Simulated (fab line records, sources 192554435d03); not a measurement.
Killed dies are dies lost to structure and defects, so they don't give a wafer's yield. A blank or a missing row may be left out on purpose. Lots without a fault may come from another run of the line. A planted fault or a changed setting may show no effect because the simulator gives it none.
fab line records | flow n5_finfet
record lots=7 wafers=21
route steps=1938 shown WELL_APT@21 FIN_SAQP@102 FIN_CUT@155 DUMMY_GATE@223 SD_EPI_P@301 SDB@373 DUMMY_REMOVAL@377 HKMG_FIN@403
start_h: hours from the record's first day to the start of the lot's first wafer shown | wait_h: hours since the lot's step before | " the same as in the row above | L1.1+2: a row that stands for several wafers | - no value, or no start given | * or withheld: withheld | < > ~ a bound
route shown NAME@n: a module of which the file shows steps, and the number in the route of the first | usual: mean/standard deviation of fault-free wafers | same: alike in all rows | chamber/n: place in a boat | sites: the reading at each site | _std_site: their standard deviation | _edge_site: outer sites' mean less inner sites' | radius_mm: how far each site lies from the wafer's centre | mask NAME#n: copy n | behind: the tool/chamber that last shaped the wafer | hold: why the lot was held/for how many hours/how that ended | device: the transistor (n, p or np) that didn't switch | end of line: the same wafers' tests at the end of the route | a step without rows: its recipe alone | killed: dies lost to structure and defects at the first sort, not the wafer's yield | map: a wafer's dies, x killed, . not, _ none there
set.NAME: the setting as run; set.NAME@STEP: as run at that earlier step | model.NAME: the simulator's own value behind a step, which no gauge read
lots whose settings were changed on purpose; a table a step, a row a wafer
## steps
# step N5_WELL_APT_COAT_02
# recipe spin_rpm=1357 resist_thk_nm=950
# columns lot.wafer tool chamber start_h wait_h set.spin_rpm model.coat_of_WELL_APT_COAT_02.thk_nm
L075.1 litho_track-05 0 - - 1357 946
L075.2 " 0 " " 1267 974.6
L075.4 " 0 " " 1267 975.6
L082.2 litho_track-05 0 - - 1357 948.2
L082.3 " 0 " " 1357 949.9
L082.5 " 0 " " 1357 948.7
L085.4 litho_track-01 0 - - 1304 971
L085.5 " 0 " " 1357 948
L085.6 " 0 " " 1304 969
L086.2 litho_track-01 0 - - 1401 937.8
L086.3 " 0 " " 1357 951.4
L086.4 " 0 " " 1357 950.8
L087.1 litho_track-03 0 - - 1307 968.2
L087.2 " 0 " " 1357 950.3
L087.6 " 0 " " 1307 971.1
L089.1 litho_track-05 0 - - 1357 945.7
L089.2 " 0 " " 1357 944.5
L089.4 " 0 " " 1357 946.1
L091.1 litho_track-01 0 - - 1477 913.4
L091.4 " 0 " " 1357 952.8
L091.6 " 0 " " 1357 949.3
# step N5_WELL_APT_COAT_19
# recipe spin_rpm=1357 resist_thk_nm=950
# columns lot.wafer tool chamber start_h wait_h set.spin_rpm model.coat_of_WELL_APT_COAT_19.thk_nm
L075.1 litho_track-03 0 - - 1306 966.4
L075.2 " 0 " " 1357 950.6
L075.4 " 0 " " 1357 948.2
L082.2 litho_track-05 0 - - 1357 948.5
L082.3 " 0 " " 1493 908.4
L082.5 " 0 " " 1357 951.2
L085.4 litho_track-05 0 - - 1357 945.8
L085.5 " 0 " " 1357 947
L085.6 " 0 " " 1357 947.7
L086.2 litho_track-01 0 - - 1357 957.9
L086.3 " 0 " " 1357 955.6
L086.4 " 0 " " 1357 956.1
L087.1 litho_track-01 0 - - 1410 933.8
L087.2 " 0 " " 1357 949.7
L087.6 " 0 " " 1357 951.2
L089.1 litho_track-03 0 - - 1357 945
L089.2 " 0 " " 1357 942.4
L089.4 " 0 " " 1357 945.5
L091.1 litho_track-05 0 - - 1357 947.1
L091.4 " 0 " " 1357 944.4
L091.6 " 0 " " 1491 903.2
# step N5_FIN_SAQP_HM_DEP_72
# recipe material=SiO2 target_thk_a=120 temp_c=400 precursor=SiH4/N2O pressure_torr=0.75 rf_w=275 time_s=7.2
# columns lot.wafer tool chamber start_h wait_h set.time_s model.SiO2_of_FIN_SAQP_HM_DEP_72.thk_nm
L075.1 pecvd-03 0 28.48 0.0 7.2 11.7
L075.2 " 2 " " 7.2 11.71
L075.4 " 2 " " 7.2 12.15
L082.2 pecvd-01 0 69.55 0.0 8.134 13.85
L082.3 " 2 " " 7.2 11.72
L082.5 " 1 " " 8.134 13.45
L085.4 pecvd-01 2 89.06 0.1 7.2 11.83
L085.5 " 0 " " 7.2 12.32
L085.6 " 1 " " 7.2 11.75
L086.2 pecvd-01 1 94.14 0.0 6.163 9.835
L086.3 " 0 " " 6.163 10.42
L086.4 " 1 " " 7.2 11.91
L087.1 pecvd-02 1 99.50 0.0 6.323 10.48
L087.2 " 0 " " 6.323 10.56
L087.6 " 1 " " 6.323 10.73
L089.1 pecvd-03 1 111.87 0.0 7.2 11.88
L089.2 " 2 " " 7.2 12.26
L089.4 " 0 " " 7.2 11.78
L091.1 pecvd-02 2 122.97 0.0 7.517 12.48
L091.4 " 2 " " 7.2 12.2
L091.6 " 0 " " 7.517 12.73
# step N5_FIN_SAQP_DESCUM_21
# recipe chemistry=O2 time_s=7.9 source_power_w=50 bias_power_w=20 pressure_mtorr=20 rf_frequency_hz=2.712e+07 temp_c=40 resist=CAR-ArF o2_flow_sccm=225
# columns lot.wafer tool chamber start_h wait_h set.time_s
L075.1+4 rie_diel-01 1,2 28.92 0.0 7.181
L075.2 " 3 " " 7.9
L082.2 rie_diel-05 2 70.09 0.0 6.542
L082.3+5 " 0,2 " " 7.9
L085.4+5 rie_diel-01 1,0 89.58 0.0 8.679
L085.6 " 1 " " 7.9
L086.2+3+4 rie_diel-05 3,2,0 94.56 0.0 7.9
L087.1+6 rie_diel-01 3,0 100.04 0.0 7.9
L087.2 " 0 " " 9.4
L089.1+2+4 rie_diel-01 0,3,2 112.29 0.0 7.9
L091.1+4+6 rie_diel-05 0,3,1 123.52 0.0 7.9
# step N5_FIN_SAQP_ETCH_51
# recipe chemistry=CF4 target=SiARC target_depth_a=455 mask_material=CAR-ArF time_s=75.8 ion_energy_ev=80 pressure_mtorr=40 source_w=545 bias_w=36 Ar_flow_sccm=100 cf4_flow_sccm=100 ends=cleared
# columns lot.wafer tool chamber start_h wait_h set.time_s@FIN_SAQP_DESCUM_21 model.CAR-ArF_of_FIN_SAQP_COAT_10.thk_nm
L075.1 rie_diel-01 1 28.96 0.0 7.181 51.55
L075.2 " 3 " " 7.9 50.96
L075.4 " 2 " " 7.181 51.09
L082.2 rie_diel-05 2 70.13 0.0 6.542 51.72
L082.3 " 0 " " 7.9 50.95
L082.5 " 2 " " 7.9 50.94
L085.4 rie_diel-01 1 89.62 0.0 8.679 50.55
L085.5 " 0 " " 8.679 50.86
L085.6 " 1 " " 7.9 51.09
L086.2 rie_diel-05 3 94.59 0.0 7.9 50.8
L086.3 " 2 " " 7.9 51.19
L086.4 " 0 " " 7.9 50.84
L087.1 rie_diel-01 3 100.08 0.0 7.9 51.09
L087.2 " 0 " " 9.4 50.5
L087.6 " 0 " " 7.9 51.42
L089.1+2 rie_diel-01 0,3 112.32 0.0 7.9 50.7
L089.4 " 2 " " 7.9 50.52
L091.1+6 rie_diel-05 0,1 123.55 0.0 7.9 51.05
L091.4 " 3 " " 7.9 50.85
# step N5_FIN_SAQP_ETCH_52
# recipe chemistry=N2/H2 target=SOC target_depth_a=1000 overetch_a=200 mask_material=SiARC temp_c=40 time_s=150 ion_energy_ev=200 pressure_mtorr=30 source_w=840 bias_w=150 n2_flow_sccm=200 h2_flow_sccm=200 ends=end_point
# step N5_FIN_SAQP_STRIP_53
# recipe chemistry=N2/H2 temp_c=40 n2_flow_sccm=200 h2_flow_sccm=200 rf_frequency_hz=6e+07
# step N5_FIN_SAQP_HM_OPEN_73
# recipe chemistry=CHF3/O2 target=SiO2 stop_on=a-Si target_depth_a=120 over_etch_frac=1.8 mask_material=SOC time_s=16.8 pressure_mtorr=30 source_w=650 bias_w=170 Ar_flow_sccm=200 CHF3_flow_sccm=50 O2_flow_sccm=5 ion_energy_ev=200 ends=end_point
# columns lot.wafer tool chamber start_h wait_h set.time_s@FIN_SAQP_HM_DEP_72 model.etch.depth_nm
L075.1 rie_diel-01 1 29.12 0.0 7.2 11.7
L075.2 " 3 " " 7.2 11.71
L075.4 " 2 " " 7.2 12.15
L082.2 rie_diel-05 2 70.29 0.0 8.134 13.85
L082.3 " 0 " " 7.2 11.72
L082.5 " 2 " " 8.134 13.45
L085.4 rie_diel-01 1 89.78 0.0 7.2 11.83
L085.5 " 0 " " 7.2 12.32
L085.6 " 1 " " 7.2 11.75
L086.2 rie_diel-05 3 94.76 0.0 6.163 9.835
L086.3 " 2 " " 6.163 10.42
L086.4 " 0 " " 7.2 11.91
L087.1 rie_diel-01 3 100.24 0.0 6.323 10.48
L087.2 " 0 " " 6.323 10.56
L087.6 " 0 " " 6.323 10.73
L089.1 rie_diel-01 0 112.48 0.0 7.2 11.88
L089.2 " 3 " " 7.2 12.26
L089.4 " 2 " " 7.2 11.78
L091.1 rie_diel-05 0 123.72 0.0 7.517 12.48
L091.4 " 3 " " 7.2 12.2
L091.6 " 1 " " 7.517 12.73
# step N5_FIN_CUT_COAT_19
# recipe resist=SiARC temp_c=220 time_s=60 spin_rpm=1500 resist_thk_nm=20
# columns lot.wafer tool chamber start_h wait_h set.spin_rpm model.SiARC_of_FIN_CUT_COAT_19.thk_nm
L075.1+2 litho_track-03 0 - - 1572 19.6
L075.4 " 0 " " 1500 20
L082.2+3 litho_track-05 0 - - 1500 20
L082.5 " 0 " " 1436 20.6
L085.4 litho_track-03 0 - - 1361 21
L085.5+6 " 0 " " 1500 19.8
L086.2+4 litho_track-04 0 - - 1620 19.4
L086.3 " 0 " " 1500 20
L087.1+2 litho_track-03 0 - - 1577 19.6
L087.6 " 0 " " 1500 20
L089.1+2 litho_track-03 0 - - 1500 20
L089.4 " 0 " " 1500 19.8
L091.1+6 litho_track-04 0 - - 1445 20.4
L091.4 " 0 " " 1500 20
# step N5_FIN_CUT_COAT_29
# recipe resist=underlayer temp_c=205 time_s=60 spin_rpm=1500 resist_thk_nm=10
# step N5_FIN_CUT_COAT_02
# recipe resist=CAR-EUV spin_rpm=1500 resist_thk_nm=30
# step N5_FIN_CUT_DESCUM_13
# recipe chemistry=O2 time_s=7 source_power_w=50 bias_power_w=20 pressure_mtorr=20 rf_frequency_hz=2.712e+07 temp_c=40 resist=CAR-EUV o2_flow_sccm=225
# step N5_FIN_CUT_ETCH_30
# recipe chemistry=N2/H2 target=underlayer target_depth_a=130 mask_material=CAR-EUV time_s=10.4 ion_energy_ev=200 pressure_mtorr=30 source_w=840 bias_w=150 n2_flow_sccm=200 h2_flow_sccm=200 ends=cleared
# step N5_FIN_CUT_ETCH_20
# recipe chemistry=CF4 target=SiARC target_depth_a=260 mask_material=CAR-EUV time_s=43.3 ion_energy_ev=80 pressure_mtorr=40 source_w=545 bias_w=36 Ar_flow_sccm=100 cf4_flow_sccm=100 ends=cleared
# columns lot.wafer tool chamber start_h wait_h set.spin_rpm@FIN_CUT_COAT_19 model.etch.depth_nm
L075.1 rie_diel-06 1 33.91 0.0 1572 19.57
L075.2 " 3 " " 1572 19.56
L075.4 " 0 " " 1500 20.02
L082.2 rie_diel-06 3 75.05 0.0 1500 20.06
L082.3 " 1 " " 1500 19.96
L082.5 " 1 " " 1436 20.5
L085.4 rie_diel-02 1 94.74 0.0 1361 20.94
L085.5+6 " 2,3 " " 1500 19.89
L086.2 rie_diel-04 1 100.08 0.0 1620 19.32
L086.3 " 2 " " 1500 20.02
L086.4 " 0 " " 1620 19.33
L087.1+2 rie_diel-06 2,0 104.69 0.0 1577 19.51
L087.6 " 3 " " 1500 20.03
L089.1 rie_diel-06 1 117.51 0.0 1500 19.92
L089.2 " 0 " " 1500 19.95
L089.4 " 2 " " 1500 19.85
L091.1 rie_diel-04 1 128.45 0.0 1445 20.36
L091.4 " 2 " " 1500 19.92
L091.6 " 3 " " 1445 20.3
# step N5_DUMMY_GATE_COAT_35
# recipe resist=SiARC temp_c=220 time_s=60 spin_rpm=1500 resist_thk_nm=10
# columns lot.wafer tool chamber start_h wait_h set.spin_rpm model.SiARC_of_DUMMY_GATE_COAT_35.thk_nm
L075.1 litho_track-02 0 - - 1500 10
L075.2 " 0 " " 1598 9.6
L075.4 " 0 " " 1598 9.8
L082.2 litho_track-01 0 - - 1375 10.4
L082.3+5 " 0 " " 1500 10
L085.4+5+6 litho_track-04 0 - - 1445 10.2
L086.2+4 litho_track-04 0 - - 1379 10.4
L086.3 " 0 " " 1500 10
L087.1 litho_track-04 0 - - 1416 10.4
L087.2 " 0 " " 1500 10
L087.6 " 0 " " 1416 10.2
L089.1+2+4 litho_track-02 0 - - 1500 10
L091.1+4+6 litho_track-04 0 - - 1500 10
# step N5_SD_EPI_P_PEB_07
# recipe peb_temp_c=110 peb_time_s=60 resist=CAR-ArF-block
# columns lot.wafer tool chamber start_h wait_h set.peb_time_s
L075.1+2+4 litho_track-04 0 60.38 0.1 60
L082.2+5 litho_track-02 0 103.51 0.0 60
L082.3 " 0 " " 54.35
L085.4+6 litho_track-02 0 119.92 0.0 60
L085.5 " 0 " " 55.83
L086.2+3+4 litho_track-04 0 126.59 0.0 55.79
L087.1 litho_track-04 0 136.80 0.1 60
L087.2+6 " 0 " " 48.58
L089.1+2+4 litho_track-02 0 146.20 0.1 60
L091.1+4+6 litho_track-03 0 155.99 0.1 60
# step N5_SD_EPI_P_DEVELOP_08
# recipe develop_time_s=30 developer=TMAH resist=CAR-ArF-block dev_temp_c=23 rinse_liquid=diw dry=air_spin
# step N5_SD_EPI_P_CD_MEAS_09
# recipe target_cd_nm=240 landing_energy_ev=500 detector=se_inlens
# usual cd_nm=240.3/1.2
# columns lot.wafer tool chamber start_h wait_h set.peb_time_s@SD_EPI_P_PEB_07 cd_nm
L075.1 cd_sem-01 0 60.45 - 60 237.7
L075.2 " 0 " " 60 238.8
L075.4 " 0 " " 60 238.4
L082.2 cd_sem-03 0 103.58 - 60 242.3
L082.3 " 0 " " 54.35 236.9
L082.5 " 0 " " 60 239.8
L085.4 cd_sem-01 0 119.98 - 60 239.7
L085.5 " 0 " " 55.83 239.0
L085.6 " 0 " " 60 240.3
L086.2 cd_sem-03 0 126.66 - 55.79 236.7
L086.3 " 0 " " 55.79 236.5
L086.4 " 0 " " 55.79 237.0
L087.1 cd_sem-02 0 136.87 - 60 237.9
L087.2 " 0 " " 48.58 230.2
L087.6 " 0 " " 48.58 231.4
L089.1 cd_sem-01 0 146.27 - 60 240.5
L089.2 " 0 " " 60 240.6
L089.4 " 0 " " 60 242.1
L091.1 cd_sem-01 0 156.06 - 60 239.9
L091.4 " 0 " " 60 240.5
L091.6 " 0 " " 60 240.5
# step N5_SD_EPI_P_DESCUM_14
# recipe chemistry=O2 time_s=7.9 source_power_w=50 bias_power_w=20 pressure_mtorr=20 rf_frequency_hz=2.712e+07 temp_c=40 resist=CAR-ArF-block o2_flow_sccm=225
# columns lot.wafer tool chamber start_h wait_h set.peb_time_s@SD_EPI_P_PEB_07 model.SD_EPI_P.cd_nm
L075.1+4 rie_diel-04 2,3 60.54 0.0 60 238.4
L075.2 " 0 " " 60 238.8
L082.2 rie_diel-02 0 103.75 0.1 60 242.6
L082.3 " 3 " " 54.35 237.2
L082.5 " 0 " " 60 240
L085.4 rie_diel-02 0 120.71 0.7 60 240
L085.5 " 2 " " 55.83 238.8
L085.6 " 1 " " 60 240.6
L086.2 rie_diel-02 1 126.75 0.0 55.79 237
L086.3 " 3 " " 55.79 236.8
L086.4 " 0 " " 55.79 237.4
L087.1 rie_diel-02 1 136.95 0.0 60 238
L087.2 " 2 " " 48.58 230.2
L087.6 " 3 " " 48.58 231.8
L089.1 rie_diel-06 3 146.36 0.0 60 240.6
L089.2 " 0 " " 60 240.2
L089.4 " 1 " " 60 242.4
L091.1 rie_diel-04 1 156.15 0.0 60 240
L091.4 " 3 " " 60 240.2
L091.6 " 1 " " 60 240.4
# step N5_SD_EPI_P_ETCH_36
# recipe chemistry=CF4 target=SiARC target_depth_a=455 mask_material=CAR-ArF-block time_s=75.8 ion_energy_ev=80 pressure_mtorr=40 source_w=545 bias_w=36 Ar_flow_sccm=100 cf4_flow_sccm=100 ends=cleared
# columns lot.wafer tool chamber start_h wait_h set.peb_time_s@SD_EPI_P_PEB_07 model.SD_EPI_P.cd_nm
L075.1 rie_diel-04 2 60.57 0.0 60 238.4
L075.2+4 " 0,3 " " 60 238.6
L082.2 rie_diel-02 0 103.79 0.0 60 242.8
L082.3 " 3 " " 54.35 237.2
L082.5 " 0 " " 60 240.2
L085.4 rie_diel-02 0 120.75 0.0 60 240
L085.5 " 2 " " 55.83 239.2
L085.6 " 1 " " 60 240.4
L086.2+3 rie_diel-02 1,3 126.78 0.0 55.79 236.6
L086.4 " 0 " " 55.79 237.4
L087.1 rie_diel-02 1 136.99 0.0 60 237.6
L087.2 " 2 " " 48.58 230.6
L087.6 " 3 " " 48.58 231.8
L089.1 rie_diel-06 3 146.39 0.0 60 240.8
L089.2 " 0 " " 60 240.4
L089.4 " 1 " " 60 243.2
L091.1 rie_diel-04 1 156.18 0.0 60 239.6
L091.4 " 3 " " 60 240.2
L091.6 " 1 " " 60 240
# step N5_SDB_ALD_29
# recipe material=SiNx target_thk_a=300 temp_c=400 ald_precursor_family=SiH2I2 ald_co_reactant=N2/H2-plasma pulse_time_s=1 ald_cycles=600 purge_time_s=2 co_reactant_purge_time_s=2 pressure_torr=2
# columns lot.wafer tool chamber start_h wait_h set.ald_cycles model.SiNx_of_SDB_ALD_29.thk_nm
L075.1 ald_sin-03 3 72.80 0.0 600 30
L075.2+4 " 1,2 " " 674 33.8
L082.2+5 ald_sin-03 0,2 117.30 0.3 600 29.8
L082.3 " 3 " " 600 30
L085.4 ald_sin-02 2 133.12 0.1 560 28.2
L085.5 " 2 134.47 1.5 600 30.2
L085.6 " 1 " " 560 27.8
L086.2 ald_sin-01 2 140.60 0.1 600 29.8
L086.3 " 3 " " 600 30.2
L086.4 " 0 " " 600 30
L087.1 ald_sin-02 0 149.87 0.8 537 26.6
L087.2 " 3 " " 537 26.8
L087.6 " 1 151.23 2.1 600 30
L089.1+2 ald_sin-03 1,0 158.98 0.0 600 29.6
L089.4 " 3 " " 600 30
L091.1+4 ald_sin-03 0,1 169.98 0.0 600 29.8
L091.6 " 2 171.33 1.4 520 25.6
# step N5_SDB_CMP_30
# recipe stop_on=poly-Si t_overpolish_s=1.54 post_cmp_clean=alkaline_brush down_force_psi=4.1491 platen_rpm=51.796 pad_velocity_m_s=1.0306 target_thk_nm=30
# step N5_DUMMY_REMOVAL_HM_STRIP_01
# recipe chemistry=CH3F/O2 material=SiNx target_depth_a=40 stop_on=poly-Si time_s=6.8 over_etch_frac=0.3 ion_energy_ev=60 power_w=410 bias_w=29 Ar_flow_sccm=150 CH3F_flow_sccm=30 O2_flow_sccm=20
# step N5_DUMMY_REMOVAL_STRIP_10
# recipe chemistry=N2/H2 time_s=40 power_w=100 temp_c=40 pressure_mtorr=100 rf_frequency_hz=6e+07 bias_power_w=3 n2_flow_sccm=300 h2_flow_sccm=300
# step N5_DUMMY_REMOVAL_PRECLEAN_07
# recipe chemistry=dHF time_s=30 temp_c=25 dilution=withheld
# columns lot.wafer tool chamber start_h wait_h set.ald_cycles@SDB_ALD_29 model.SiNx_of_SDB_ALD_29.thk_nm
L075.1 wet_bench-02 4 76.02 0.1 600 29.2
L075.2 " 0 " " 674 29.8
L075.4 " 7 " " 674 29
L082.2+3+5 wet_bench-02 2,7,1 120.81 0.1 600 29.2
L085.4 wet_bench-02 0 136.62 0.1 560 27.4
L085.5 " 4 " " 600 29.4
L085.6 " 5 " " 560 27.2
L086.2 wet_bench-05 7 144.05 0.1 600 29
L086.3 " 0 " " 600 29.4
L086.4 " 1 " " 600 29.2
L087.1+2 wet_bench-02 4,2 153.09 0.1 537 26
L087.6 " 1 " " 600 29.2
L089.1+2 wet_bench-05 1,5 162.21 0.1 600 28.8
L089.4 " 6 " " 600 29.2
L091.1+4 wet_bench-03 0,7 173.19 0.1 600 29
L091.6 " 1 " " 520 25
# step N5_HKMG_FIN_ETCH_55
# recipe chemistry=N2/H2 target=SOC target_depth_a=2400 temp_c=40 time_s=300 ion_energy_ev=200 mask_material=SiARC pressure_mtorr=30 source_w=840 bias_w=150 n2_flow_sccm=200 h2_flow_sccm=200
# usual rf_vpp_V=524.0/2.7
# columns lot.wafer tool chamber start_h wait_h set.bias_w rf_vpp_V
L075.1 rie_diel-03 3 77.56 0.0 129.6 475.8
L075.2 " 1 " " 129.6 476.9
L075.4 " 3 " " 150 521.4
L082.2 rie_diel-03 0 122.36 0.0 150 521.8
L082.3 " 1 " " 166.7 559.4
L082.5 " 2 " " 166.7 559.1
L085.4 rie_diel-05 3 138.27 0.0 132.1 486.7
L085.5 " 0 " " 150 521.7
L085.6 " 3 " " 150 526.6
L086.2 rie_diel-01 2 145.58 0.0 142 509.5
L086.3 " 1 " " 142 510.2
L086.4 " 0 " " 150 527.4
L087.1 rie_diel-03 0 154.54 0.0 150 528.2
L087.2 " 3 " " 150 521.9
L087.6 " 2 " " 139.2 497.8
L089.1 rie_diel-01 3 163.89 0.0 150 523.0
L089.2 " 1 " " 150 527.2
L089.4 " 2 " " 150 528.8
L091.1 rie_diel-05 1 174.74 0.0 150 524.1
L091.4 " 2 " " 138.6 496.6
L091.6 " 2 " " 138.6 494.3
# step N5_HKMG_FIN_ETCH_58
# recipe chemistry=N2/H2 target=SOC target_depth_a=2158 ion_energy_ev=50 bias_w=13 time_s=741 pressure_mtorr=30 source_w=875 n2_flow_sccm=200 h2_flow_sccm=200
# usual rf_vpp_V=99.1/1.1
# columns lot.wafer tool chamber start_h wait_h set.source_w rf_vpp_V
L075.1 rie_diel-03 3 77.77 0.0 875 97.8
L075.2 " 1 " " 763.6 102.2
L075.4 " 3 " " 763.6 105.1
L082.2 rie_diel-03 0 122.57 0.0 875 99.0
L082.3 " 1 " " 875 99.2
L082.5 " 2 " " 875 98.0
L085.4 rie_diel-05 3 138.48 0.0 983.7 96.6
L085.5 " 0 " " 983.7 95.6
L085.6 " 3 " " 875 99.6
L086.2 rie_diel-01 2 145.79 0.0 988.2 96.2
L086.3 " 1 " " 875 100.0
L086.4 " 0 " " 875 98.7
L087.1 rie_diel-03 0 154.75 0.0 808.9 103.6
L087.2 " 3 " " 875 97.5
L087.6 " 2 " " 875 97.2
L089.1 rie_diel-01 3 164.10 0.0 875 99.3
L089.2 " 1 " " 875 99.9
L089.4 " 2 " " 875 100.0
L091.1 rie_diel-05 1 174.95 0.0 764.7 103.3
L091.4 " 2 " " 764.7 103.5
L091.6 " 2 " " 875 99.8
## key
split step=N5_WELL_APT_COAT_02 setting=spin_rpm stated=1357 by=wafer
response step=N5_WELL_APT_COAT_02 reading=model.coat_of_WELL_APT_COAT_02.thk_nm change=-4.5 per=1% r=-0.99
split step=N5_WELL_APT_COAT_19 setting=spin_rpm stated=1357 by=wafer
response step=N5_WELL_APT_COAT_19 reading=model.coat_of_WELL_APT_COAT_19.thk_nm change=-4.24 per=1% r=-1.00
split step=N5_FIN_SAQP_HM_DEP_72 setting=time_s stated=7.2 by=wafer
response step=N5_FIN_SAQP_HM_DEP_72 reading=model.SiO2_of_FIN_SAQP_HM_DEP_72.thk_nm change=+0.133 per=1% r=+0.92
response step=N5_FIN_SAQP_HM_OPEN_73 reading=model.etch.depth_nm change=+0.133 per=1% r=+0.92
split step=N5_FIN_SAQP_DESCUM_21 setting=time_s stated=7.9 by=wafer
response step=N5_FIN_SAQP_ETCH_51 reading=model.CAR-ArF_of_FIN_SAQP_COAT_10.thk_nm change=-0.0416 per=1% r=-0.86
split step=N5_FIN_CUT_COAT_19 setting=spin_rpm stated=1500 by=wafer
response step=N5_FIN_CUT_COAT_19 reading=model.SiARC_of_FIN_CUT_COAT_19.thk_nm change=-0.104 per=1% r=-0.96
response step=N5_FIN_CUT_ETCH_20 reading=model.etch.depth_nm change=-0.103 per=1% r=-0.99
split step=N5_DUMMY_GATE_COAT_35 setting=spin_rpm stated=1500 by=wafer
response step=N5_DUMMY_GATE_COAT_35 reading=model.SiARC_of_DUMMY_GATE_COAT_35.thk_nm change=-0.0489 per=1% r=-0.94
split step=N5_SD_EPI_P_PEB_07 setting=peb_time_s stated=60 by=wafer
response step=N5_SD_EPI_P_CD_MEAS_09 reading=cd_nm change=+0.363 per=1% r=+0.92
response step=N5_SD_EPI_P_DESCUM_14 reading=model.SD_EPI_P.cd_nm change=+0.365 per=1% r=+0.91
response step=N5_SD_EPI_P_ETCH_36 reading=model.SD_EPI_P.cd_nm change=+0.339 per=1% r=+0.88
split step=N5_SDB_ALD_29 setting=ald_cycles stated=600 by=wafer
response step=N5_SDB_ALD_29 reading=model.SiNx_of_SDB_ALD_29.thk_nm change=+0.314 per=1% r=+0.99
response step=N5_DUMMY_REMOVAL_PRECLEAN_07 reading=model.SiNx_of_SDB_ALD_29.thk_nm shape=bent at_lowest=25 at_stated=29.13 at_highest=29.4
split step=N5_HKMG_FIN_ETCH_55 setting=bias_w stated=150 by=wafer
response step=N5_HKMG_FIN_ETCH_55 reading=rf_vpp_V change=+3.37 per=1% r=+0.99
split step=N5_HKMG_FIN_ETCH_58 setting=source_w stated=875 by=wafer
response step=N5_HKMG_FIN_ETCH_58 reading=rf_vpp_V change=-0.358 per=1% r=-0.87
